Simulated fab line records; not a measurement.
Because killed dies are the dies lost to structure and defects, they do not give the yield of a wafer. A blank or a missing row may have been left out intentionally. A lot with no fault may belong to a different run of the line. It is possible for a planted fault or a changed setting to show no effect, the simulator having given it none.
Matching of chambers / flow nandHarc / pecvd-01 running NHARC_THIN_TSV_DEP_43: 3 sister chambers
The step deposits SiO2, target thk 1328.5 nm. 3 wafers are shown with their chamber, then 7 later ones without.

## WAFERS WITH THEIR CHAMBER
wafer=L090.6; chamber=0; throttleValvePct (%)=15.0
wafer=L092.2; chamber=1; throttleValvePct (%)=16.8
wafer=L092.3; chamber=2; throttleValvePct (%)=16.1

## WAFERS MISSING THEIR CHAMBER
wafer=L092.6; throttleValvePct (%)=16.1
wafer=L095.2; throttleValvePct (%)=16.1
wafer=L095.4; throttleValvePct (%)=15.0
wafer=L095.6; throttleValvePct (%)=15.8
wafer=L096.3; throttleValvePct (%)=14.7
wafer=L096.4; throttleValvePct (%)=15.1
wafer=L096.6; throttleValvePct (%)=16.1

## EACH ONE'S CHAMBER
wafer=L092.6; from the rows above=2; in truth=2
wafer=L095.2; from the rows above=2; in truth=2
wafer=L095.4; from the rows above=0; in truth=0
wafer=L095.6; from the rows above=2; in truth=2
wafer=L096.3; from the rows above=0; in truth=0
wafer=L096.4; from the rows above=0; in truth=0
wafer=L096.6; from the rows above=2; in truth=2
Correct placement for 7 of the 7. Can't be placed from these rows: 0. Placed wrongly: 0.
How it was worked out, from the rows above alone: a wafer's distance from a chamber is the root of the sum, over the readings, of the square of ((its reading less the chamber's mean) divided by the reading's scatter). The wafer belongs to the nearest chamber; if the next one is less than 2 further off, it can't be placed. For every chamber, the mean is computed from those of its wafers that are shown. The scatter: root of mean squared gap, hidden wafer to nearest shown wafer, with one shown wafer a chamber.
